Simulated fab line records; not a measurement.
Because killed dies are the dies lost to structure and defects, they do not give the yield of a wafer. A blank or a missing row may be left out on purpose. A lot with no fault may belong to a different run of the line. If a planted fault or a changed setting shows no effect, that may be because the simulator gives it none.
A lot that was struck, set against a sound lot || flow n5Finfet || 16 steps out of a route of 1938
Sound: the wafers L479.2, L479.3, L479.6. Struck: wafers L487.3, L487.4, L487.5. The cause is named last.
Each step with rows lists, per side, the tool, then ch with its chambers, then its first start. Under that, the readings that differ: sound wafers || struck wafers || difference of the means || sigmas: that difference in standard deviations of wafers without a fault.
alike: readings with means less than 2 such deviations apart, plus words and numbers identical on both sides. not compared: withheld readings, readings lacking a value on some wafer, bounds such as >300 that could conceal the same value, and numbers that have no deviation in the record and whose values overlap.
Wherever a step has rows on one side only, a row that says differs or no value, or a row with sigmas, the two part there. Numbers that don't overlap but have no deviation are shown without sigmas and don't part them. A reading missing from all wafers of one side parts the sides only when that side holds two or more wafers.

first, 8 steps without rows for these wafers: N5_BEOL_M8_COAT_64 (time 60 s, resist thk 12 nm); N5_BEOL_M8_COAT_71 (time 60 s, resist thk 5 nm); N5_BEOL_M8_COAT_22 (resist thk 30 nm); N5_BEOL_M8_EBR_24; N5_BEOL_M8_SOFTBAKE_23 (time 60 s); N5_BEOL_M8_EXPOSE_25 (exposes mask V7, target cd 40 nm); N5_BEOL_M8_PEB_26 (peb time 60 s); N5_BEOL_M8_DEVELOP_27 (develop time 30 s).
N5_BEOL_M8_CD_MEAS_28: the cd target is 40 nm.
  sound on cdSem-03 ch 0, day 12 08:56; struck on cdSem-01 ch 0, day 13 03:52
  alike: cdNm
N5_BEOL_M8_OVL_MEAS_29:
  sound on overlay-02 ch 0, day 12 08:58; struck on overlay-02 ch 0, day 13 03:54
  alike: V7_OVL
N5_BEOL_M8_INSPECT_30: inspects for defects (brightfield).
  sound on defectInspect-02 at day 12 09:01; struck on defectInspect-01 at day 13 03:57
  alike: rawDefectCount
N5_BEOL_M8_DESCUM_33: chemistry O2, time 7 s.
  sound on rieDiel-03 ch 1,3, day 12 09:31; struck on rieDiel-03 ch 0,1, day 13 03:59
  alike: drypumpMotorCurrentA, oesProductAu, rfVppV, showerheadPlenumPTorr, throttleValvePct
  not compared: rfHoursCounterH
N5_BEOL_M8_ETCH_72: etches underlayer in N2/H2, target depth 6.5 nm, time 5.2 s.
  sound on rieDiel-03 ch 1,3, day 12 09:32; struck on rieDiel-03 ch 0,1, day 13 04:01
  no value came back on the struck wafers for any of 9 readings (biasW (W), chamberPressureMTorr (mTorr) and others); on the sound wafers biasW (W) reads 149.8 150.0 149.9
{"reading": "model.CAR-EUV_of_BEOL_M8_COAT_22.thkNm (nm)", "sound": "20.2 20.2 20.4", "struck": "26 26.2 26", "difference": "+6", "sigmas": ""}
  not compared: rfHoursCounterH
N5_BEOL_M8_ETCH_65: etches SiARC in CF4, target depth 15.6 nm, time 26 s.
  sound on rieDiel-03 ch 1,3, day 12 09:34; struck on rieDiel-03 ch 0,1, day 13 04:02
{"reading": "model.CAR-EUV_of_BEOL_M8_COAT_22.thkNm (nm)", "sound": "11 11 11.2", "struck": "16.8 17 16.8", "difference": "+5.8", "sigmas": ""}
  alike: biasW, cf4FlowSccm, drypumpMotorCurrentA, etchRfOnTimeS, mfcArSccm, oesProductAu, rfVppV, showerheadPlenumPTorr, throttleValvePct
  not compared: rfHoursCounterH
N5_BEOL_M8_ETCH_66: etches SOC in N2/H2, target depth 80 nm, overetch 16 nm, time 120 s.
  sound on rieDiel-03 ch 1,3, day 12 09:35; struck on rieDiel-03 ch 0,1, day 13 04:04
  alike: biasW, chamberPressureMTorr, drypumpMotorCurrentA, n2FlowSccm, oesProductAu, rfVppV, showerheadPlenumPTorr, throttleValvePct
  not compared: rfHoursCounterH
then, 1 step without rows for these wafers: N5_PASSIVATION_PROBE_49.

## WHERE THEY PART
Only at N5_BEOL_M8_ETCH_72, as far as this record shows. Later steps at which nothing parts them and some readings are alike: N5_BEOL_M8_ETCH_65, N5_BEOL_M8_ETCH_66.

WHY: what had been put in by the simulator
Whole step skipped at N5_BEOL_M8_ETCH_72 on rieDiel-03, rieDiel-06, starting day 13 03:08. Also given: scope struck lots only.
